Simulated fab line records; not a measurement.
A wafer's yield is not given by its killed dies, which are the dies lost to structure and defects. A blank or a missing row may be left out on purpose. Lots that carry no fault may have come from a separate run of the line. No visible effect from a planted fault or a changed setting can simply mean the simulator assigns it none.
A struck lot beside a sound one | flow n5Finfet | 16 steps out of a route of 1938
Sound: wafers L164.1, L164.3, L164.5. Struck: wafers L178.1, L178.4, L178.6. At the end, the cause is stated.
Per side, at each step with rows, come the tool, then ch with its chambers, and then its first start. Under that, the readings that differ: sound wafers | struck wafers | difference of the means | sigmas: that difference in standard deviations of wafers without a fault.
alike: readings with means less than 2 such deviations apart, plus words and numbers identical on both sides. not compared: withheld readings, readings lacking a value on some wafer, bounds such as >300 that could conceal the same value, and numbers that have no deviation in the record and whose values overlap.
The two part at a step that has a row with sigmas, a row that says differs or no value, or rows on one side only. Numbers that don't overlap but have no deviation are shown without sigmas and don't part them. Lack of a reading on every wafer of one side parts them only where that side has two or more wafers.

N5_MOL_CONTACT_COAG_INSPECT_42: inspects for defects (brightfield).
  struck on defectInspect-01, day 9 22:11; sound on defectInspect-02, day 6 11:17
  alike: rawDefectCount
N5_MOL_CONTACT_COAG_DESCUM_45: chemistry O2, time 7 s.
  sound on rieDiel-04 ch 2,3, day 6 11:19; struck on rieDiel-01 ch 1,3, day 9 22:13
reading                      | sound          | struck         | difference | sigmas
showerheadPlenumPTorr (Torr) | 2.05 1.99 2.05 | 2.10 2.17 2.17 | +0.12      | +2
  alike: drypumpMotorCurrentA, oesProductAu, rfVppV, throttleValvePct
  not compared: rfHoursCounterH
then, 1 step without rows for these wafers: N5_MOL_CONTACT_COAG_ETCH_65 (etches underlayer in N2/H2, target depth 13 nm, time 10.4 s).
N5_MOL_CONTACT_COAG_ETCH_66: etches SiARC in CF4, target depth 13 nm, time 21.7 s.
  sound on rieDiel-04 ch 2,3, day 6 11:22; struck on rieDiel-01 ch 1,3, day 9 22:16
reading                      | sound          | struck         | difference | sigmas
showerheadPlenumPTorr (Torr) | 2.09 2.06 2.09 | 2.18 2.21 2.21 | +0.12      | +3
  alike: drypumpMotorCurrentA, etchRfOnTimeS, oesProductAu, rfFwdPowerW, rfVppV, throttleValvePct
  not compared: rfHoursCounterH
then, 1 step without rows for these wafers: N5_MOL_CONTACT_COAG_ALD_133 (deposits SiO2, target thk 5 nm, pulse time 1 s, co reactant pulse time 1 s).
N5_MOL_CONTACT_COAG_ETCHBACK_134: etches SiO2 in CHF3, target depth 10 nm, time 6.7 s.
  sound on rieDiel-03 ch 0,2,3, day 6 11:38; struck on rieDiel-04 ch 0,1,3, day 9 22:40
  alike: drypumpMotorCurrentA, oes_f_703_au, oesProductAu, rfVppV, showerheadPlenumPTorr, throttleValvePct
  not compared: rfHoursCounterH
N5_MOL_CONTACT_COAG_ETCH_67: etches SOC in N2/H2, target depth 60 nm, overetch 21 nm, time 101.2 s.
  sound on rieDiel-03 ch 0,2,3, day 6 11:40; struck on rieDiel-04 ch 0,1,3, day 9 22:42
  alike: drypumpMotorCurrentA, oesProductAu, rfFwdPowerW, rfVppV, showerheadPlenumPTorr, throttleValvePct
  not compared: rfHoursCounterH
then, 2 steps without rows for these wafers: N5_MOL_CONTACT_COAG_STRIP_68 (strips in N2/H2); N5_MOL_CONTACT_COAG_STRIP_69 (strips in N2/H2).
N5_MOL_CONTACT_COAG_ETCHBACK_136: etches SiO2 in CHF3, target depth 25 nm, time 16.7 s.
  sound on rieDiel-03 ch 0,2,3, day 6 11:46; struck on rieDiel-04 ch 0,1,3, day 9 22:47
  alike: drypumpMotorCurrentA, oes_f_703_au, oesProductAu, rfVppV, showerheadPlenumPTorr, throttleValvePct
  not compared: rfHoursCounterH
then, 2 steps without rows for these wafers: N5_MOL_CONTACT_COAG_STRIP_120 (strips in CHF3); N5_MOL_CONTACT_COAG_VIA_ETCH_117 (etches SiO2 in C4F6/O2, target depth 40 nm, overetch 8 nm, time 26 s).
N5_MOL_CONTACT_COAG_ETCH_124: etches SiNx in CH3F/O2, stops on SiOC, target depth 6.5 nm.
  sound on rieDiel-03 ch 0,2,3, day 6 11:50; struck on rieDiel-04 ch 0,1,3, day 9 22:51
reading             | sound             | struck            | difference | sigmas
oes_f_703_au (a.u.) | 0.74 0.73 0.92    | 0.50 0.53 0.61    | -0.25      | -3
rfFwdPowerW (W)     | 393.1 391.5 389.0 | 298.2 298.4 298.0 | -93.0      | -55
rfVppV (V)          | 288 293 302       | 340 326 337       | +40        | +6
  alike: CH3F_flow_sccm, O2_flow_sccm, drypumpMotorCurrentA, oesProductAu, showerheadPlenumPTorr, throttleValvePct
  not compared: rfHoursCounterH
then, 1 step without rows for these wafers: N5_MOL_CONTACT_COAG_ETCH_48 (etches SiOC in C4F6/O2, target depth 15 nm, overetch 4.5 nm, time 17 s).
-- a jump in the record: the struck wafers' starts before and after are 3 days apart (it breaks off in module MOL_CONTACT_COAG and resumes in module BEOL_M4, where the first step shown is number 1111 of the route) --
N5_BEOL_M4_RC_MEAS_101:
  sound on prober-02 ch 0, day 9 17:02; struck on prober-02 ch 0, day 13 05:05
  alike: DIBL_N, DIBL_P, IOFF_N, IOFF_P, ION_N, ION_P, SS_N, SS_P, VT_N, VT_P
-- the record jumps here: 4 days lie between the struck wafers' starts before and after (it left off in module BEOL_M4 and takes up again in module PASSIVATION, whose first step shown is number 1936 of the route) --
N5_PASSIVATION_PROBE_49:
  struck on prober-01, day 17 15:23; sound on prober-02, day 14 08:13
reading                 | sound       | struck      | difference | sigmas
sort_bin_5_function (%) | 5.0 4.7 4.4 | 7.3 6.5 6.5 | +2.1       | +2
  alike: defectLimitedYield, killed_at_M0_to_M3, killed_at_M4_up, killedAtContacts, killedAtFrontEnd, killedAtOther, killedDies, killedOpen, killedShort, sort_bin_6_memory, sort_bin_8_speed, sortNPass, sortYieldPct

WHERE THEY PART
At N5_MOL_CONTACT_COAG_DESCUM_45 first; at N5_PASSIVATION_PROBE_49 last (within this record only).

WHY: what the simulator had put in
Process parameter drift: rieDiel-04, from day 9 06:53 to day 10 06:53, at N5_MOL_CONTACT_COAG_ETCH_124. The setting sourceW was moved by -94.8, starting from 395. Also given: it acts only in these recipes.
